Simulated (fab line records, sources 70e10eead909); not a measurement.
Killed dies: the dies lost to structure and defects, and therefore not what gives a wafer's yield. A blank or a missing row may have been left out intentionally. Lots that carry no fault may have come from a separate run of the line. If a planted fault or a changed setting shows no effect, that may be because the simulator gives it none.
Which tool is to blame? -- flow nandHarc -- 24 lots with 72 wafers sampled at 6 steps, on a route of 1302 steps

WHAT THE GAUGES SHOWED, per wafer
NHARC_A_ZERO_WELL_CD_MEAS_10 targets a cd of 2000 nm. Usual: cdNm reads 2000.8 nm (standard deviation 1.6).
lot,measured,on,cdNm (nm),flag
L074,day 6 21:16,cdSem-03,2000.8 1999.6 2000.8,
L075,day 6 22:32,cdSem-01,2003.1 2001.7 2002.0,
L077,day 7 23:34,cdSem-02,2000.4 2002.6 2001.7,
L076,day 8 01:37,cdSem-02,2003.1 2001.2 2003.3,
L078,day 8 13:09,cdSem-03,2001.1 1999.9 2001.8,
L079,day 8 22:05,cdSem-02,2000.4 1999.3 1997.8,
L080,day 9 03:28,cdSem-01,2001.8 1999.2 2000.8,
L081,day 9 21:38,cdSem-03,2001.0 1998.6 1999.7,
L082,day 9 21:59,cdSem-02,2002.0 2003.1 2001.6,
L083,day 10 11:39,cdSem-01,2000.7 2002.0 2001.7,
L084,day 10 23:38,cdSem-02,1998.9 1997.9 1999.2,
L085,day 11 06:44,cdSem-02,1999.5 2002.8 2000.2,
L086,day 11 18:16,cdSem-02,1999.8 1996.9 1998.7,
L087,day 12 04:46,cdSem-03,1999.1 1998.8 2000.7,
L088,day 12 19:08,cdSem-03,2003.4 2001.1 2002.6,
L089,day 13 05:58,cdSem-03,2000.7 1998.8 2001.0,
L090,day 13 19:44,cdSem-01,2002.6 2004.4 2003.3,
L091,day 13 22:11,cdSem-03,2000.9 2002.2 1998.6,
L092,day 14 05:10,cdSem-01,2000.4 1998.9 2000.4,
L093,day 14 16:28,cdSem-02,1999.5 1999.6 1999.9,
L094,day 14 22:19,cdSem-03,2002.5 2000.2 2001.0,
L095,day 15 21:34,cdSem-02,2000.2 2001.9 2001.1,
L096,day 16 01:31,cdSem-01,2002.0 2000.9 2003.3,
L097,day 16 04:51,cdSem-01,1999.8 1997.8 1999.2,

WHAT TOOL EACH LOT RAN ON (gives the tool, then ch and the chambers of the sampled wafers, and finally the start)
lot,NHARC_P_M1_ETCH_15,NHARC_P_M1_STRIP_18,NHARC_P_M1_PVD_20,NHARC_P_M1_PVD_21,NHARC_P_BONDPAD_PRE_CLEAN_26
L074,"rieDiel-11 ch 1,2,3, day 6 08:49 or earlier","rieDiel-11 ch 0,1, day 6 08:49","pvdSputter-02, day 6 21:16 or earlier","pvdSputter-02, day 6 21:16 or earlier","pvdSputter-03, day 6 21:16 or earlier"
L075,"rieDiel-11 ch 0,1,2, day 6 10:16 or earlier","rieDiel-01 ch 1,2,3, day 6 10:16","pvdSputter-01, day 6 22:32 or earlier","pvdSputter-01, day 6 22:32 or earlier","pvdSputter-01, day 6 22:32 or earlier"
L077,"rieDiel-11 ch 2,3, day 7 11:12 or earlier","rieDiel-01 ch 1,3, day 7 11:12","pvdSputter-02, day 7 23:34 or earlier","pvdSputter-02, day 7 23:34 or earlier","pvdSputter-03, day 7 23:34 or earlier"
L076,"rieDiel-11 ch 1,2,3, day 7 12:01 or earlier","rieDiel-01 ch 0,2, day 7 12:01","pvdSputter-02, day 8 01:37 or earlier","pvdSputter-02, day 8 01:37 or earlier","pvdSputter-01, day 8 01:37 or earlier"
L078,"rieDiel-11 ch 0,1, day 8 00:53 or earlier","rieDiel-01 ch 0,3, day 8 00:53","pvdSputter-03, day 8 13:09 or earlier","pvdSputter-03, day 8 13:09 or earlier","pvdSputter-02, day 8 13:09 or earlier"
L079,"rieDiel-11 ch 0,1, day 8 09:56 or earlier","rieDiel-01 ch 1,2, day 8 09:56","pvdSputter-01, day 8 22:05 or earlier","pvdSputter-01, day 8 22:05 or earlier","pvdSputter-01, day 8 22:05 or earlier"
L080,"rieDiel-11 ch 0,1,2, day 8 14:58 or earlier","rieDiel-11 ch 0,1, day 8 14:58","pvdSputter-01, day 9 03:28 or earlier","pvdSputter-01, day 9 03:28 or earlier","pvdSputter-01, day 9 03:28 or earlier"
L081,"rieDiel-11 ch 0,2, day 9 09:14 or earlier","rieDiel-03 ch 2,3, day 9 09:14","pvdSputter-02, day 9 21:38 or earlier","pvdSputter-02, day 9 21:38 or earlier","pvdSputter-02, day 9 21:38 or earlier"
L082,"rieDiel-01 ch 0,3, day 9 09:38 or earlier","rieDiel-11 ch 0,2, day 9 09:38","pvdSputter-03, day 9 21:59 or earlier","pvdSputter-03, day 9 21:59 or earlier","pvdSputter-03, day 9 21:59 or earlier"
L083,"rieDiel-01 ch 0,1,2, day 9 22:41 or earlier","rieDiel-11 ch 0,1,3, day 9 22:41","pvdSputter-02, day 10 11:39 or earlier","pvdSputter-02, day 10 11:39 or earlier","pvdSputter-03, day 10 11:39 or earlier"
L084,"rieDiel-11 ch 0,1,2, day 10 10:01 or earlier","rieDiel-01 ch 1,2,3, day 10 10:01","pvdSputter-02, day 10 23:38 or earlier","pvdSputter-02, day 10 23:38 or earlier","pvdSputter-03, day 10 23:38 or earlier"
L085,"rieDiel-01 ch 1,2,3, day 10 18:36 or earlier","rieDiel-01 ch 0,3, day 10 18:36","pvdSputter-03, day 11 06:44 or earlier","pvdSputter-03, day 11 06:44 or earlier","pvdSputter-02, day 11 06:44 or earlier"
L086,"rieDiel-03 ch 1,2,3, day 11 06:09 or earlier","rieDiel-03 ch 0,1,3, day 11 06:09","pvdSputter-03, day 11 18:16 or earlier","pvdSputter-03, day 11 18:16 or earlier","pvdSputter-02, day 11 18:16 or earlier"
L087,"rieDiel-03 ch 0,3, day 11 16:44 or earlier","rieDiel-03 ch 0,2,3, day 11 16:44","pvdSputter-02, day 12 04:46 or earlier","pvdSputter-02, day 12 04:46 or earlier","pvdSputter-02, day 12 04:46 or earlier"
L088,"rieDiel-11 ch 0,3, day 12 06:50 or earlier","rieDiel-01 ch 1,2,3, day 12 06:50","pvdSputter-03, day 12 19:08 or earlier","pvdSputter-03, day 12 19:08 or earlier","pvdSputter-01, day 12 19:08 or earlier"
L089,"rieDiel-01 ch 0,2,3, day 12 17:46 or earlier","rieDiel-01 ch 2,3, day 12 17:46","pvdSputter-03, day 13 05:58 or earlier","pvdSputter-03, day 13 05:58 or earlier","pvdSputter-03, day 13 05:58 or earlier"
L090,"rieDiel-11 ch 1,2, day 13 07:23","rieDiel-01 ch 0,1,2, day 13 07:38","pvdSputter-02, day 13 19:44 or earlier","pvdSputter-02, day 13 19:44 or earlier","pvdSputter-02, day 13 19:44 or earlier"
L091,"rieDiel-01 ch 0,2,3, day 13 09:47 or earlier","rieDiel-01 ch 0,2,3, day 13 09:47","pvdSputter-03, day 13 22:11 or earlier","pvdSputter-03, day 13 22:11 or earlier","pvdSputter-01, day 13 22:11 or earlier"
L092,"rieDiel-11 ch 0,1,2, day 13 16:50 or earlier","rieDiel-03 ch 2,3, day 13 16:50","pvdSputter-03, day 14 05:10 or earlier","pvdSputter-03, day 14 05:10 or earlier","pvdSputter-01, day 14 05:10 or earlier"
L093,"rieDiel-11 ch 0,2,3, day 14 04:19 or earlier","rieDiel-01 ch 1,2, day 14 04:19","pvdSputter-03, day 14 16:28 or earlier","pvdSputter-03, day 14 16:28 or earlier","pvdSputter-01, day 14 16:28 or earlier"
L094,"rieDiel-11 ch 0,2, day 14 10:05 or earlier","rieDiel-11 ch 0,3, day 14 10:05","pvdSputter-03, day 14 22:19 or earlier","pvdSputter-03, day 14 22:19 or earlier","pvdSputter-01, day 14 22:19 or earlier"
L095,"rieDiel-11 ch 0,1,2, day 15 08:56 or earlier","rieDiel-01 ch 1,2, day 15 08:56","pvdSputter-01, day 15 21:34 or earlier","pvdSputter-01, day 15 21:34 or earlier","pvdSputter-03, day 15 21:34 or earlier"
L096,"rieDiel-01 ch 0,1,2, day 15 13:15 or earlier","rieDiel-01 ch 0,2,3, day 15 13:15","pvdSputter-03, day 16 01:31 or earlier","pvdSputter-03, day 16 01:31 or earlier","pvdSputter-01, day 16 01:31 or earlier"
L097,"rieDiel-11 ch 1,3, day 15 16:37 or earlier","rieDiel-01 ch 0,1, day 15 16:37","pvdSputter-03, day 16 04:51 or earlier","pvdSputter-03, day 16 04:51 or earlier","pvdSputter-02, day 16 04:51 or earlier"
- NHARC_P_M1_ETCH_15: etches the open film in C4F8/Ar, target depth 182.5 nm, time 91.2 s.
- NHARC_P_M1_STRIP_18: strips in N2/H2.
- NHARC_P_M1_PVD_20: deposits TaN, target thk 5 nm, time 8.06 s.
- NHARC_P_M1_PVD_21: deposits Cu, target thk 30 nm, time 20.49 s.
- NHARC_P_BONDPAD_PRE_CLEAN_26: time 30 s.

WHAT THE TOOLS THEMSELVES READ (means of the sampled wafers that have a number; where no wafer has one, the mark that the record gives instead)
NHARC_P_M1_ETCH_15. Usual: oesProductAu 0.955 a.u., standard deviation 0.022; rfVppV 441.4 V, standard deviation 2.7.
lot,tool,oesProductAu (a.u.),rfVppV (V),flag
L074,rieDiel-11,0.965,443.5,
L075,rieDiel-11,0.968,441.2,
L077,rieDiel-11,0.965,442.0,
L076,rieDiel-11,0.963,443.2,
L078,rieDiel-11,0.957,439.0,
L079,rieDiel-11,0.920,440.8,
L080,rieDiel-11,0.973,441.2,
L081,rieDiel-11,0.933,439.2,
L082,rieDiel-01,0.962,442.3,
L083,rieDiel-01,0.968,440.2,
L084,rieDiel-11,0.922,441.2,
L085,rieDiel-01,0.976,440.9,
L086,rieDiel-03,0.920,439.2,
L087,rieDiel-03,0.927,441.1,
L088,rieDiel-11,0.977,437.7,
L089,rieDiel-01,0.984,441.0,
L090,rieDiel-11,0.946,442.6,
L091,rieDiel-01,0.968,441.9,
L092,rieDiel-11,0.963,441.4,
L093,rieDiel-11,0.926,441.5,
L094,rieDiel-11,0.964,441.7,
L095,rieDiel-11,0.966,441.0,
L096,rieDiel-01,0.985,441.1,
L097,rieDiel-11,0.928,442.0,

NHARC_P_M1_STRIP_18. Usual: drypumpMotorCurrentA 5.8 A, standard deviation 0.44; n2FlowSccm 150.0 sccm, standard deviation 0.38; oesProductAu 1.001 a.u., standard deviation 0.0087; rfVppV 90.6 V, standard deviation 0.97; showerheadPlenumPTorr 2.05 Torr, standard deviation 0.067; throttleValvePct 14.172 %, standard deviation 0.0092.
lot,tool,drypumpMotorCurrentA (A),n2FlowSccm (sccm),oesProductAu (a.u.),rfVppV (V),showerheadPlenumPTorr (Torr),throttleValvePct (%),flag
L074,rieDiel-11,5.9,149.9,0.995,90.4,1.97,14.182,
L075,rieDiel-01,5.9,150.0,0.995,91.5,2.08,14.174,
L077,rieDiel-01,5.8,150.1,0.996,91.5,2.10,14.171,
L076,rieDiel-01,5.8,149.9,0.996,90.3,2.04,14.179,
L078,rieDiel-01,5.5,149.8,0.991,90.7,2.06,14.170,
L079,rieDiel-01,6.1,149.9,0.989,90.9,2.05,14.176,
L080,rieDiel-11,5.8,150.4,1.006,90.5,2.04,14.175,
L081,rieDiel-03,5.8,149.8,0.992,90.3,2.04,14.167,
L082,rieDiel-11,6.1,149.9,0.999,90.2,1.98,14.171,
L083,rieDiel-11,5.8,150.3,0.999,90.0,2.03,14.171,
L084,rieDiel-01,5.9,150.2,1.010,90.1,2.07,14.168,
L085,rieDiel-01,5.5,150.3,1.003,91.1,2.06,14.170,
L086,rieDiel-03,5.8,149.5,0.997,90.4,1.99,14.177,
L087,rieDiel-03,5.7,149.9,1.001,89.9,2.04,14.162,
L088,rieDiel-01,5.9,150.2,1.006,90.8,2.07,14.180,
L089,rieDiel-01,5.5,149.9,1.005,91.2,2.09,14.171,
L090,rieDiel-01,6.0,149.6,1.008,90.7,2.04,14.178,
L091,rieDiel-01,5.6,149.9,1.013,90.2,2.06,14.160,
L092,rieDiel-03,5.8,150.0,1.005,90.0,2.03,14.164,
L093,rieDiel-01,6.1,149.8,1.006,90.6,2.04,14.170,
L094,rieDiel-11,5.9,149.6,0.998,89.7,1.95,14.178,
L095,rieDiel-01,6.3,150.0,1.001,90.0,2.05,14.174,
L096,rieDiel-01,5.6,149.9,1.012,90.7,2.06,14.174,
L097,rieDiel-01,6.2,150.3,1.011,90.3,2.05,14.179,

NHARC_P_M1_PVD_20. Usual: throttleValvePct reads 30.1 % (standard deviation 1.3).
lot,tool,throttleValvePct (%),flag
L074,pvdSputter-02,30.3,
L075,pvdSputter-01,30.4,
L077,pvdSputter-02,28.5,
L076,pvdSputter-02,29.7,
L078,pvdSputter-03,30.1,
L079,pvdSputter-01,30.1,
L080,pvdSputter-01,30.4,
L081,pvdSputter-02,29.8,
L082,pvdSputter-03,30.5,
L083,pvdSputter-02,28.6,
L084,pvdSputter-02,28.8,
L085,pvdSputter-03,30.4,
L086,pvdSputter-03,30.9,
L087,pvdSputter-02,29.7,
L088,pvdSputter-03,30.4,
L089,pvdSputter-03,30.6,
L090,pvdSputter-02,29.1,
L091,pvdSputter-03,30.4,
L092,pvdSputter-03,31.4,
L093,pvdSputter-03,30.4,
L094,pvdSputter-03,30.6,
L095,pvdSputter-01,30.0,
L096,pvdSputter-03,31.3,
L097,pvdSputter-03,30.6,

NHARC_P_M1_PVD_21. Usual: throttleValvePct reads 30.1 % (standard deviation 1.3).
lot,tool,throttleValvePct (%),flag
L074,pvdSputter-02,27.7,
L075,pvdSputter-01,30.4,
L077,pvdSputter-02,29.9,
L076,pvdSputter-02,28.4,
L078,pvdSputter-03,30.3,
L079,pvdSputter-01,30.5,
L080,pvdSputter-01,30.6,
L081,pvdSputter-02,28.4,
L082,pvdSputter-03,30.5,
L083,pvdSputter-02,28.6,
L084,pvdSputter-02,29.4,
L085,pvdSputter-03,30.6,
L086,pvdSputter-03,29.7,
L087,pvdSputter-02,29.4,
L088,pvdSputter-03,30.0,
L089,pvdSputter-03,31.4,
L090,pvdSputter-02,29.6,
L091,pvdSputter-03,30.5,
L092,pvdSputter-03,31.4,
L093,pvdSputter-03,30.4,
L094,pvdSputter-03,30.9,
L095,pvdSputter-01,30.2,
L096,pvdSputter-03,30.8,
L097,pvdSputter-03,30.6,

NHARC_P_BONDPAD_PRE_CLEAN_26. Usual: heaterPowerW reads 404 W (standard deviation 41).
lot,tool,heaterPowerW (W),flag
L074,pvdSputter-03,435,
L075,pvdSputter-01,369,
L077,pvdSputter-03,426,
L076,pvdSputter-01,341,
L078,pvdSputter-02,446,
L079,pvdSputter-01,377,
L080,pvdSputter-01,363,
L081,pvdSputter-02,446,
L082,pvdSputter-03,438,
L083,pvdSputter-03,428,
L084,pvdSputter-03,438,
L085,pvdSputter-02,426,
L086,pvdSputter-02,398,
L087,pvdSputter-02,389,
L088,pvdSputter-01,363,
L089,pvdSputter-03,448,
L090,pvdSputter-02,439,
L091,pvdSputter-01,366,
L092,pvdSputter-01,392,
L093,pvdSputter-01,335,
L094,pvdSputter-01,383,
L095,pvdSputter-03,451,
L096,pvdSputter-01,400,
L097,pvdSputter-02,415,

THE ANSWER, worked out from the rows above alone
Rule: a lot counts as off when the mean over its wafers that have a number is more than 3 standard deviations away from the usual mean. A lot without any number at a reading at which 4 lots or more have one is off too. All remaining lots with rows at the step are treated as sound. The gauges are gone through in route order, then the tools' own readings, and for those a lot's mean is taken as printed above. The first step at which some lot is off is used, and at that step the reading that is off furthest; a lot without a number counts as furthest.
Across all readings shown, no lot is off: no conclusion can be drawn from this.

WHAT WAS PUT IN BY THE SIMULATOR
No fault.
